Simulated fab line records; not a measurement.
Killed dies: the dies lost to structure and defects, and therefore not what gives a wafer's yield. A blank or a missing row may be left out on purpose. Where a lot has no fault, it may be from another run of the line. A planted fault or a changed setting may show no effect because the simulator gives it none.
Problem report in the 8D (eight disciplines) form, filled by code :: flow n5 finfet :: the parts of the form that need people (team, actions taken, sign-off) are left out

## 1. WHAT IS WRONG
IOFF_P_LONG at N5_BEOL_M4_RC_MEAS_101 reads a mean of 0.000952 nA/um on 1 wafer of 1 lot; wafers without a fault read 0.000103 nA/um with a standard deviation of 1.1e-05. Measured from the usual mean, that is +77 standard deviations.
The first sign was on wafer L955.1 at day 11 23:21, on prober-01. At this step, 9 wafers from 3 lots have a number in the record. By rule, "out" or "out of limits" means more than 4 standard deviations away from the usual mean. The other wafers with a number count as sound.

## 2. WHAT THIS IS AND IS NOT
question: which readings at this step
is: IOFF_P_LONG, IOFF_P, IOFF_P_85C, IOFF_P_LIN, ION_P, VT_N_LVT, VT_P, VT_P_LONG
is not: DIBL_N, DIBL_P, IOFF_N, ION_N, SS_N, SS_P, VT_N

question: which lots
is: L955
is not: L947, L952

question: which wafers of those lots
is: L955.1
is not: L955.3, L955.5

question: read on which gauges
is: prober-01
is not: prober-02

question: when
is: from day 11 23:21
is not: up to then (8 sound wafers)

## 3. WHAT RULES OUT EACH SUSPECT
Counting: a tool at a process step up to the reading stays a suspect if it ran every lot that is out. Sound lots after the first of them don't rule it out here, since some wafers of a struck lot are sound.
- the gauge at N5_BEOL_M4_RC_MEAS_101: kept. All the wafers that are out were read on prober-01, and no step on other tools shows them out.
- ald hk-02 at N5_HKMG_FIN_ALD_74 (deposits La2O3, target thk 0.5 nm, pulse time 6 s, co reactant pulse time 1 s): kept. L955, the lot that is out, went through it at day 7 10:31; up to then, the latest sound lot through it was L947 at day 5 14:24.
- Within ald hk-02 at N5_HKMG_FIN_ALD_74: the wafers that are out ran in chamber 3; their sound lot-mates ran in chambers 1, 2.
The count leaves prober-01 at N5_BEOL_M4_RC_MEAS_101 and ald hk-02 at N5_HKMG_FIN_ALD_74.

## 4. THE CAUSE (what the simulator had put in)
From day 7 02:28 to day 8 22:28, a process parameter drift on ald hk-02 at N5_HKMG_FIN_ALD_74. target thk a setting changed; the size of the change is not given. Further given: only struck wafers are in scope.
This tool is one of the 2 suspects left after counting.

## 5. THE CHAIN OF EFFECTS, in route order
Each row: a reading whose mean over the struck wafers that have a number lies more than 3 standard deviations from the usual. Scope: only readings with a usual standard deviation given in the record; hours: median across lots of the time from each lot's start at the first step in this table that gives one to its start at this step; sigmas: change in usual standard deviations.
hours: 0
step: N5_BEOL_M4_RC_MEAS_101
reading: IOFF_P
usual: 0.21 nA/um
on struck wafers: 2.98
change: +2.77
sigmas: +50

hours: 0
step: N5_BEOL_M4_RC_MEAS_101
reading: IOFF_P_85C
usual: 3.7 nA/um
on struck wafers: 34.2
change: +30.5
sigmas: +37

hours: 0
step: N5_BEOL_M4_RC_MEAS_101
reading: IOFF_P_LIN
usual: 0.100 nA/um
on struck wafers: 1.329
change: +1.229
sigmas: +61

hours: 0
step: N5_BEOL_M4_RC_MEAS_101
reading: IOFF_P_LONG
usual: 0.000103 nA/um
on struck wafers: 0.000952
change: +0.000849
sigmas: +77

hours: 0
step: N5_BEOL_M4_RC_MEAS_101
reading: ION_P
usual: 464 uA/um
on struck wafers: 568
change: +104
sigmas: +9.5

hours: 0
step: N5_BEOL_M4_RC_MEAS_101
reading: VT_N_LVT
usual: 99 mV
on struck wafers: 169
change: +70
sigmas: +19

hours: 0
step: N5_BEOL_M4_RC_MEAS_101
reading: VT_P
usual: -251 mV
on struck wafers: -179
change: +72
sigmas: +16

hours: 0
step: N5_BEOL_M4_RC_MEAS_101
reading: VT_P_LONG
usual: -276 mV
on struck wafers: -205
change: +71
sigmas: +20

hours: 106
step: N5_PASSIVATION_PROBE_49
reading: sort_bin_4_leakage
usual: 0.02 %
on struck wafers: 90.51
change: +90.49
sigmas: +99 or more

hours: 106
step: N5_PASSIVATION_PROBE_49
reading: sort n pass
usual: 1074
on struck wafers: 0
change: -1074
sigmas: -63

hours: 106
step: N5_PASSIVATION_PROBE_49
reading: sort yield pct
usual: 91.0 %
on struck wafers: 0.0
change: -91.0
sigmas: -61
The process steps in it:
- N5_PASSIVATION_PROBE_49

## 6. HOW IT WOULD HAVE BEEN CAUGHT EARLIER
The first out-of-limits reading at a measuring or inspecting step in this record came at day 11 23:21, 117 hours after the fault's start at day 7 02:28.
Tool readings at N5_HKMG_FIN_ALD_74 with a usual standard deviation given in the record: none out on any struck wafer, hence no alarm at a limit of 4 standard deviations on them.
The start of N5_HKMG_FIN_ALD_74 on ald hk-02 came by day 11 23:21 for every one of the lots that are out (1). Tool hold at that time: it would have spared none of them.
